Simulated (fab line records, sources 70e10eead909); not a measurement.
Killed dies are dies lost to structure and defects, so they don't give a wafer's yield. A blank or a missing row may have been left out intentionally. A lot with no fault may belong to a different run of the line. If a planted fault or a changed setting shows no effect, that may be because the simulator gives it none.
Which tool did it? | flow nand-harc | Sampling: 12 lots, 36 wafers, 6 of 1159 route steps

WHAT THE GAUGES SHOWED, per wafer
NHARC_P_M2_INSPECT_11.
lot  | measured     | on                | raw-defect-count
L290 | day 6 04:28  | defect-inspect-01 | 5 2 4
L292 | day 6 14:52  | defect-inspect-02 | 3 4 7
L293 | day 7 00:44  | defect-inspect-01 | 4 1 8
L294 | day 7 08:32  | defect-inspect-02 | 9 6 6
L296 | day 7 22:40  | defect-inspect-02 | 385 370 383
L297 | day 7 23:49  | defect-inspect-02 | 365 387 385
L304 | day 9 16:27  | defect-inspect-02 | 3 7 6
L306 | day 10 04:01 | defect-inspect-02 | 3 0 8
L307 | day 10 04:47 | defect-inspect-01 | 7 2 2
L305 | day 10 05:22 | defect-inspect-02 | 1 1 4
L309 | day 10 15:06 | defect-inspect-01 | 6 1 2
L311 | day 11 11:10 | defect-inspect-02 | 8 5 7

NHARC_END_SORT_01.
lot  | measured     | on        | defect-limited-yield (%) | killed-at-array | killed-at-other | killed-at-periphery | killed-dies | killed-open | killed-short | sort_bin_2_pct (%) | sort_bin_3_pct (%) | sort_bin_4_pct (%) | sort-n-pass | sort-rim-yield-pct (%) | sort-yield-pct (%)
L292 | day 20 11:13 | prober-01 | 96.8 96.5 97.2           | 19 22 12        | 0 0 0           | 3 2 7               | 22 24 19    | 4 1 3       | 0 1 0        | 1.0 1.0 0.7        | 0.15 0.30 0.15     | 2.1 2.2 1.9        | 655 653 658 | 98.1 98.1 96.2         | 96.8 96.5 97.2
L296 | day 21 17:29 | prober-01 | 85.5 85.5 82.4           | 18 23 26        | 1 1 2           | 79 74 91            | 98 98 119   | 4 4 3       | 4 4 3        | 6.4 6.8 7.4        | 2.51 2.36 4.43     | 5.6 5.3 5.8        | 579 579 558 | 93.4 85.8 93.4         | 85.5 85.5 82.4
L297 | day 21 10:04 | prober-02 | 83.8 85.1 82.9           | 29 20 29        | 1 1 0           | 80 80 87            | 110 101 116 | 2 1 3       | 0 0 2        | 7.5 5.9 7.4        | 2.51 2.81 2.81     | 6.2 6.2 6.9        | 567 576 561 | 93.4 99.1 96.2         | 83.8 85.1 82.9
L304 | day 23 11:34 | prober-02 | 95.3 95.0 94.1           | 26 29 34        | 0 2 2           | 6 3 4               | 32 34 40    | 4 2 4       | 3 4 1        | 1.2 1.5 2.5        | 0.30 0.30 0.15     | 3.2 3.2 3.2        | 645 643 637 | 86.8 96.2 98.1         | 95.3 95.0 94.1

TOOL THAT RAN EACH LOT (tool first, then ch and the chambers of the sampled wafers, then the start)
lot  | NHARC_P_M1_DEGAS_29          | NHARC_P_M1_ANNEAL_31             | NHARC_P_M2_DEP_00               | NHARC_P_M2_PVD_21
L290 | pvd-sputter-02, day 6 01:11  | rtp-anneal-02 ch 0, day 6 01:56  | pecvd-04 ch 0,1, day 6 03:30    | pvd-sputter-03, no start
L292 | pvd-sputter-01, day 6 11:42  | rtp-anneal-01 ch 0, day 6 12:42  | pecvd-04 ch 0,1, day 6 14:02    | pvd-sputter-03, day 20 11:13 or earlier
L293 | pvd-sputter-01, day 6 21:41  | rtp-anneal-02 ch 0, day 6 22:25  | pecvd-03 ch 0,2, day 6 23:50    | pvd-sputter-01, no start
L294 | pvd-sputter-02, day 7 05:27  | rtp-anneal-01 ch 0, day 7 06:21  | pecvd-02 ch 0,1,2, day 7 07:43  | pvd-sputter-01, no start
L296 | pvd-sputter-02, day 7 19:37  | rtp-anneal-01 ch 0, day 7 20:21  | pecvd-04 ch 0,1,2, day 7 21:42  | pvd-sputter-02, day 21 17:29 or earlier
L297 | pvd-sputter-02, day 7 20:43  | rtp-anneal-01 ch 0, day 7 21:28  | pecvd-04 ch 0,2, day 7 22:51    | pvd-sputter-03, day 21 10:04 or earlier
L304 | pvd-sputter-01, day 9 12:43  | rtp-anneal-01 ch 0, day 9 13:32  | pecvd-03 ch 0,1, day 9 15:43    | pvd-sputter-02, day 23 11:34 or earlier
L306 | pvd-sputter-01, day 10 01:04 | rtp-anneal-02 ch 0, day 10 01:48 | pecvd-02 ch 0,2, day 10 03:11   | pvd-sputter-03, no start
L307 | pvd-sputter-03, day 10 01:39 | rtp-anneal-01 ch 0, day 10 02:26 | pecvd-03 ch 1,2, day 10 03:50   | pvd-sputter-01, no start
L305 | pvd-sputter-01, day 10 02:13 | rtp-anneal-02 ch 0, day 10 02:59 | pecvd-03 ch 0,1,2, day 10 04:23 | pvd-sputter-01, no start
L309 | pvd-sputter-02, day 10 11:59 | rtp-anneal-01 ch 0, day 10 12:51 | pecvd-02 ch 0,1,2, day 10 14:16 | pvd-sputter-03, no start
L311 | pvd-sputter-03, day 11 08:05 | rtp-anneal-01 ch 0, day 11 08:50 | pecvd-02 ch 0,1,2, day 11 10:13 | pvd-sputter-01, no start
- NHARC_P_M1_DEGAS_29: time 60 s.
- NHARC_P_M1_ANNEAL_31: time 90 s.
- NHARC_P_M2_DEP_00: deposits SiOC, target thk 182.5 nm.
- NHARC_P_M2_PVD_21: deposits Cu, target thk 30 nm, time 20.49 s.

WHAT THE TOOLS THEMSELVES READ (means of the sampled wafers that have a number; where no wafer has one, the mark that the record gives instead)
NHARC_P_M1_DEGAS_29.
lot  | tool           | heater-power-w (W)
L290 | pvd-sputter-02 | 363
L292 | pvd-sputter-01 | 324
L293 | pvd-sputter-01 | 324
L294 | pvd-sputter-02 | 370
L296 | pvd-sputter-02 | 344
L297 | pvd-sputter-02 | 340
L304 | pvd-sputter-01 | 321
L306 | pvd-sputter-01 | 322
L307 | pvd-sputter-03 | 311
L305 | pvd-sputter-01 | 328
L309 | pvd-sputter-02 | 345
L311 | pvd-sputter-03 | 311

NHARC_P_M1_ANNEAL_31.
lot  | tool          | wafer_temp_C_max
L290 | rtp-anneal-02 | 225.74
L292 | rtp-anneal-01 | 225.93
L293 | rtp-anneal-02 | 225.94
L294 | rtp-anneal-01 | 226.02
L296 | rtp-anneal-01 | 226.06
L297 | rtp-anneal-01 | 226.07
L304 | rtp-anneal-01 | 226.06
L306 | rtp-anneal-02 | 225.58
L307 | rtp-anneal-01 | 226.24
L305 | rtp-anneal-02 | 225.96
L309 | rtp-anneal-01 | 226.02
L311 | rtp-anneal-01 | 225.89

NHARC_P_M2_PVD_21.
lot  | tool           | throttle-valve-pct (%)
L290 | pvd-sputter-03 | 29.4
L292 | pvd-sputter-03 | 29.3
L293 | pvd-sputter-01 | 31.2
L294 | pvd-sputter-01 | 30.2
L296 | pvd-sputter-02 | 30.4
L297 | pvd-sputter-03 | 29.3
L304 | pvd-sputter-02 | 29.8
L306 | pvd-sputter-03 | 29.9
L307 | pvd-sputter-01 | 30.2
L305 | pvd-sputter-01 | 30.1
L309 | pvd-sputter-03 | 29.8
L311 | pvd-sputter-01 | 30.5

THE ANSWER, worked out from the rows above alone
Rule: usual is defined by the lots themselves. The widest of any qualifying gaps counts: lots, ordered by their means at a reading, are off when they make up no more than a third of the lots, leave a main group of 4 or more, and stand apart from it by 3 or more times the standard deviation of that group's means. If all means in a main group match to the digits the tables above print for the reading, that group is not used. A lot without any number at a reading at which 4 lots or more have one is off too. Any other lot the step has rows for is counted as sound. First the gauges in route order, then the tools' own readings, where a lot's mean is used as printed above. At the first step where some lot is off, the reading lying furthest off is the one used; lots without a number count as furthest.
Off, at NHARC_P_M2_INSPECT_11 on raw-defect-count: L296, L297. Main group: mean 4.4, sd 1.5.
A tool fits if, at a process step before that reading, it ran every lot that is off, and no sound lot after the first of them. Gauges at NHARC_P_M2_INSPECT_11: tried the same way as those tools. One fits: NHARC_P_M2_DEP_00 on pecvd-04. A fault onset in the window from L292 (day 6 14:02, its last sound lot) to L296 (day 7 21:42, its first lot off) fits.

WHAT HAD BEEN PUT IN BY THE SIMULATOR
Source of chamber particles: pecvd-04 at NHARC_P_M2_DEP_00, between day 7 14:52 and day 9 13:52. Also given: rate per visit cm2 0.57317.
Lots struck among those shown: L296, L297. Same finding as the rule above.
